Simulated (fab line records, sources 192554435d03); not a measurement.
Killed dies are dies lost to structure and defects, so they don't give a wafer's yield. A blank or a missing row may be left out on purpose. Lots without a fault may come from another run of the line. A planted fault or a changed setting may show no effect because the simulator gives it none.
fab line records | flow n5_finfet
record lots=6 wafers=17 last_day=18
route steps=1938 shown BEOL_M11@1580 PASSIVATION@1936
lots that met no fault: from a run of the same line without faults
start_h: hours from the record's first day to the start of the lot's first wafer shown | wait_h: hours since the lot's step before | " the same as in the row above | L1.1+2: a row that stands for several wafers | - no value, or no start given | * or withheld: withheld | < > ~ a bound
route shown NAME@n: a module of which the file shows steps, and the number in the route of the first | usual: mean/standard deviation of fault-free wafers | same: alike in all rows | chamber/n: place in a boat | sites: the reading at each site | _std_site: their standard deviation | _edge_site: outer sites' mean less inner sites' | radius_mm: how far each site lies from the wafer's centre | mask NAME#n: copy n | behind: the tool/chamber that last shaped the wafer | hold: why the lot was held/for how many hours/how that ended | device: the transistor (n, p or np) that didn't switch | end of line: the same wafers' tests at the end of the route | a step without rows: its recipe alone | killed: dies lost to structure and defects at the first sort, not the wafer's yield | map: a wafer's dies, x killed, . not, _ none there
set.NAME: the setting as run; set.NAME@STEP: as run at that earlier step | model.NAME: the simulator's own value behind a step, which no gauge read
lots at some steps of the route; a table a step, a row a wafer
services: from which hour (start_h, from the record's first day; less than 0 if before it) a tool's chamber was out of use, for how many hours, and why
## steps
# step N5_BEOL_M11_STRIP_77
# recipe chemistry=N2/H2 time_s=10 power_w=450 temp_c=40 pressure_mtorr=20 rf_frequency_hz=6e+07 bias_power_w=7 n2_flow_sccm=200 h2_flow_sccm=200
# usual drypump_motor_current_A=5.8/0.35 n2_flow_sccm=200.0/0.57 oes_product_au=0.82/0.083 rf_vpp_V=59.3/0.77 showerhead_plenum_p_Torr=2.59/0.078 throttle_valve_pct=23.7/0.31
# columns lot.wafer tool chamber start_h wait_h drypump_motor_current_A n2_flow_sccm oes_product_au rf_hours_counter_h rf_vpp_V showerhead_plenum_p_Torr throttle_valve_pct
L708.1 rie_diel-02 1 - - 5.9 199.8 0.72 178 58.2 2.53 24.2
L708.2 " 2 " " 5.2 200.2 0.86 55 58.9 2.58 23.7
L708.6 " 3 " " 5.9 200.5 0.85 - 59.9 2.58 23.6
L712.3 rie_diel-04 2 - - 5.3 200.5 0.76 146 59.3 2.66 23.7
L712.5 " 2 " " 5.4 200.1 0.75 - 59.6 2.66 23.8
L712.6 " 3 " " 5.4 198.5 0.81 - 58.4 2.57 23.7
L715.1 rie_diel-02 0 - - 6.5 199.8 0.98 6 57.9 2.70 23.5
L715.4 " 3 " " 5.9 199.3 0.84 75 60.2 2.58 23.6
L715.5 " 2 " " 5.2 200.2 0.86 - 59.1 2.58 23.8
L716.2 rie_diel-04 0 - - 6.3 200.3 0.93 20 59.9 2.71 23.8
L716.4 " 3 " " 5.4 200.1 0.79 107 59.2 2.57 23.7
L726.1 rie_diel-02 0 - - 6.6 200.3 0.92 34 59.6 2.69 23.6
L726.5 " 3 " " 5.9 199.5 0.81 - 60.1 2.57 23.6
L726.6 " 2 " " 5.3 200.7 0.82 - 59.1 2.57 23.8
L727.1 rie_diel-06 2 - - 5.9 199.2 0.70 197 58.9 2.63 23.5
L727.3 " 0 " " 5.9 200.2 0.81 93 58.3 2.56 23.2
L727.6 " 1 " " 6.0 201.4 0.87 - 58.2 2.68 23.7
# step N5_BEOL_M11_OCD_MEAS_38
# usual trench_depth_nm=148/3.9
# columns lot.wafer tool chamber start_h wait_h trench_depth_nm
L708.1 ocd-02 - 276.86 - 144
L708.2 " - " " 145
L708.6 " - " " 146
L712.3 ocd-02 - 283.24 - 151
L712.5 " - " " 151
L712.6 " - " " 155
L715.1 ocd-02 - 301.75 - 152
L715.4 " - " " 144
L715.5 " - " " 144
L716.2 ocd-02 - 320.71 - 152
L716.4 " - " " 154
L726.1 ocd-01 - 391.11 - 152
L726.5 " - " " 144
L726.6 " - " " 144
L727.1 ocd-02 - 391.28 - 144
L727.3 " - " " 152
L727.6 " - " " 147
# step N5_BEOL_M11_HM_STRIP_39
# recipe chemistry=peroxide_tin_strip material=TiN target_depth_a=250 temp_c=50 time_s=158
# step N5_BEOL_M11_SRD_40
# recipe time_s=30 temp_c=23 rinse_liquid=diw dry=ipa_marangoni
# step N5_BEOL_M11_PRECLEAN_42
# recipe chemistry=residue_remover time_s=60 temp_c=40
# step N5_BEOL_M11_SRD_43
# recipe time_s=30 temp_c=23 rinse_liquid=diw dry=ipa_marangoni
# step N5_BEOL_M11_CD_MEAS_35
# recipe target_cd_nm=70 polarity=opening
# usual cd_nm=70.1/0.69
# columns lot.wafer tool chamber start_h wait_h cd_nm
L708.1 cd_sem-01 - 277.01 0.0 69.4
L708.2 " - " " 70.1
L708.6 " - " " 69.8
L712.3 cd_sem-02 - 283.39 0.0 71.6
L712.5 " - " " 71.1
L712.6 " - " " 71.0
L715.1 cd_sem-03 - 301.90 0.0 69.1
L715.4 " - " " 69.5
L715.5 " - " " 68.3
L716.2 cd_sem-01 - 320.87 0.0 69.2
L716.4 " - " " 69.6
L726.1 cd_sem-02 - 391.27 0.0 69.7
L726.5 " - " " 71.2
L726.6 " - " " 70.5
L727.1 cd_sem-02 - 391.43 0.0 69.7
L727.3 " - " " 69.6
L727.6 " - " " 70.3
# step N5_BEOL_M11_CURE_72
# recipe temp_c=370 time_s=120 ambient=DMADMS/He material=SiCOH_lowk
# usual lamp_power_pct=52.31/0.051 wafer_temp_C_max=371.7/0.58
# columns lot.wafer tool chamber start_h wait_h lamp_power_pct wafer_temp_C_max
L708.1 uv_cure-01 1 277.05 0.0 52.32 370.8
L708.2 " 1 " " 52.25 371.1
L708.6 " 1 " " 52.34 372.6
L712.3 uv_cure-03 0 283.53 0.1 52.38 371.0
L712.5 " 0 " " 52.32 370.9
L712.6 " 0 " " 52.31 370.7
L715.1 uv_cure-02 1 301.94 0.0 52.28 371.7
L715.4 " 1 " " 52.26 371.5
L715.5 " 1 " " 52.33 372.4
L716.2 uv_cure-02 2 320.96 0.1 52.35 371.6
L716.4 " 2 " " 52.39 372.8
L726.1 uv_cure-03 2 391.31 0.0 52.34 371.5
L726.5 " 2 " " 52.34 372.1
L726.6 " 2 " " 52.31 371.2
L727.1 uv_cure-02 0 391.67 0.2 52.26 371.4
L727.3 " 0 " " 52.31 371.4
L727.6 " 0 " " 52.28 371.3
# step N5_BEOL_M11_DEGAS_44
# recipe ambient=vacuum temp_c=250 time_s=60
# step N5_BEOL_M11_PRE_CLEAN_45
# recipe gas=H2/He time_s=30 temp_c=250
# usual heater_power_w=313/23
# columns lot.wafer tool chamber start_h wait_h heater_power_w
L708.1 pvd_sputter-01 - 277.63 0.0 309
L708.2 " - " " 333
L708.6 " - " " 320
L712.3 pvd_sputter-03 - 285.39 0.0 285
L712.5 " - " " 322
L712.6 " - " " 320
L715.1 pvd_sputter-03 - 303.54 0.0 326
L715.4 " - " " 277
L715.5 " - " " 287
L716.2 pvd_sputter-02 - 321.72 0.0 367
L716.4 " - " " 294
L726.1 pvd_sputter-03 - 391.98 0.0 286
L726.5 " - " " 328
L726.6 " - " " 275
L727.1 pvd_sputter-03 - 392.06 0.0 325
L727.3 " - " " 299
L727.6 " - " " 321
# step N5_BEOL_M11_ALD_74
# recipe material=TaN target_thk_a=20 temp_c=275 ald_precursor_family=PDMAT ald_co_reactant=NH3 pressure_torr=3 carrier_flow_sccm=1500 pulse_time_s=2 purge_time_s=3 co_reactant_purge_time_s=2 co_reactant_pulse_time_s=3 ald_cycles=40 precursor_vessel_temp_c=75 precursor_vessel_pressure_torr=26.25 precursor_vessel_carrier_sccm=1000
# usual heater_power_w=404/28
# columns lot.wafer tool chamber start_h wait_h heater_power_w
L708.1 ald_metal-01 3 277.69 0.0 454
L708.2 " 1 " " 425
L708.6 " 0 " " 349
L712.3 ald_metal-03 1 285.45 0.0 381
L712.5 " 1 " " 374
L712.6 " 0 " " 407
L715.1 ald_metal-02 1 303.60 0.0 394
L715.4 " 2 " " 440
L715.5 " 2 " " 450
L716.2 ald_metal-01 0 321.78 0.0 352
L716.4 " 2 " " 415
L726.1 ald_metal-03 2 392.06 0.1 388
L726.5 " 0 " " 407
L726.6 " 1 " " 375
L727.1 ald_metal-03 0 392.34 0.3 399
L727.3 " 3 " " 411
L727.6 " 1 " " 375
# step N5_BEOL_M11_SURFACE_TREAT_76
# recipe gas=Ar time_s=* ion_energy_ev=* ion_current_ma_cm2=0.5 pressure_mtorr=* ar_flow_sccm=30
# usual throttle_valve_pct=*
# columns lot.wafer tool chamber start_h wait_h throttle_valve_pct
L708.1 pvd_sputter-02 - 278.13 0.3 *
L708.2 " - " " *
L708.6 " - " " *
L712.3 pvd_sputter-03 - 285.75 0.2 *
L712.5 " - " " *
L712.6 " - " " *
L715.1 pvd_sputter-01 - 303.90 0.2 *
L715.4 " - " " *
L715.5 " - " " *
L716.2 pvd_sputter-02 - 322.08 0.2 *
L716.4 " - " " *
L726.1 pvd_sputter-03 - 392.46 0.3 *
L726.5 " - " " *
L726.6 " - " " *
L727.1 pvd_sputter-01 - 392.68 0.2 *
L727.3 " - " " *
L727.6 " - " " *
# step N5_BEOL_M11_CVD_75
# recipe material=Co target_thk_a=20 temp_c=withheld precursor=CCTBA/H2 pressure_torr=30 time_s=138.9
# usual run_length_s=161.9/0.65
# columns lot.wafer tool chamber start_h wait_h run_length_s
L708.1 cvd_co-02 0 278.19 0.0 162.4
L708.2 " 2 " " 161.4
L708.6 " 0 " " 162.3
L712.3 cvd_co-01 2 285.81 0.0 161.8
L712.5 " 2 " " 161.7
L712.6 " 1 " " 161.0
L715.1 cvd_co-02 2 303.96 0.0 161.5
L715.4 " 1 " " 128.3
L715.5 " 2 " " 161.3
L716.2 cvd_co-02 1 322.16 0.1 127.7
L716.4 " 2 " " 126.3
L726.1 cvd_co-01 1 392.60 0.1 161.4
L726.5 " 1 " " 160.9
L726.6 " 0 " " 162.1
L727.1 cvd_co-02 0 392.78 0.1 162.4
L727.3 " 2 " " 160.9
L727.6 " 1 " " 162.7
# step N5_BEOL_M11_SPUTTER_48
# recipe material=Cu target_thk_a=120 temp_c=-20 bias_v=60 power_w=26000 chamber_pressure_pa=0.13 time_s=2
# step N5_PASSIVATION_PROBE_49
# usual defect_limited_yield=91.7/1.5 killed_at_M0_to_M3=32/10 killed_at_M4_up=14/5.3 killed_at_contacts=13/5.7 killed_at_front_end=37/10 killed_at_other=3.3/2.5 killed_dies=98/18 killed_open=65/13 killed_short=31/7.5 sort_bin_5_function=4.9/0.91 sort_bin_6_memory=3.1/0.71 sort_n_pass=1082/18 sort_yield_pct=91.7/1.5
# same gross_dies=1180 killed_at_back_side=0 sort_bin_4_leakage[%]=0 sort_bin_8_speed[%]=0
# columns lot.wafer tool chamber start_h wait_h defect_limited_yield[%] killed_at_M0_to_M3 killed_at_M4_up killed_at_contacts killed_at_front_end killed_at_other killed_dies killed_open killed_short sort_bin_5_function[%] sort_bin_6_memory[%] sort_n_pass sort_yield_pct[%]
L716.2 prober-02 - 360.53 0.1 89.3 51 13 16 45 1 126 86 36 6.8 3.4 1054 89.3
L716.4 prober-02 - 360.63 0.2 87.6 71 17 12 44 2 146 101 45 6.9 4.8 1034 87.6
# killed by level:class
L716.2 FIN_SAQP:geometric_particle:open=16 MOL_CONTACT_COAG:geometric_particle:open=14 BEOL_M0_SAQP:geometric_particle:short=12 BEOL_M0_SAQP:geometric_particle:open=10 FIN_SAQP:geometric_particle:short=9 STI_FIN_REVEAL:geometric_particle:open=9 BEOL_M1:geometric_particle:open=9 BEOL_M2:geometric_particle:open=7
L716.4 BEOL_M0_SAQP:geometric_particle:short=21 BEOL_M0_SAQP:geometric_particle:open=18 FIN_SAQP:geometric_particle:open=16 BEOL_M1:geometric_particle:open=13 MOL_CONTACT_COAG:geometric_particle:open=10 BEOL_M2:geometric_particle:open=10 BEOL_M4:geometric_particle:open=10 FIN_SAQP:geometric_particle:short=7
## services
# columns tool chamber start_h hours kind
rie_diel-06 1 256.96 4.2 repair
rie_diel-02 0 265.89 - clean
rie_diel-02 0 265.89 - consumable_replace:focus_ring
rie_diel-02 0 265.89 - consumable_replace:showerhead
ald_metal-01 - 292.02 8.7 pm
rie_diel-06 - 301.29 2.1 repair
ald_metal-03 - 308.78 2.8 pm
uv_cure-03 - 310.08 2.0 repair
ald_metal-03 - 314.77 14.6 pm
uv_cure-03 - 316.30 7.5 pm
uv_cure-02 - 317.76 1.0 pm
uv_cure-02 - 332.44 2.8 pm
cvd_co-02 1 333.33 - clean
cvd_co-02 1 333.33 22.0 scheduled_down
cvd_co-02 1 333.33 22.0 vent_cycle
ald_metal-02 - 337.28 14.0 pm
uv_cure-03 - 344.29 6.5 repair
pvd_sputter-03 - 350.34 3.1 repair
rie_diel-02 - 350.76 0.6 repair
ald_metal-02 - 368.48 6.0 pm
rie_diel-04 - 369.49 0.5 repair
rie_diel-06 3 382.22 3.5 repair
uv_cure-02 - 385.42 1.1 repair
rie_diel-06 3 387.36 10.5 repair
## key
first_sign step=N5_BEOL_M11_CVD_75 reading=run_length_s direction=down sigmas=53 usual=* struck=*
effect none on later readings
met_at N5_BEOL_M11_CVD_75
struck_wafers L715.4,L716.2,L716.4
onset_between 278.19 303.96
fault kind=process_parameter_drift tool=cvd_co-02 chamber=- onset_h=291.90 steps=N5_BEOL_M11_CVD_75 channel=time_s offset=* shape=step end_h=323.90 scope=struck_wafers_only acts_in=* stated=*
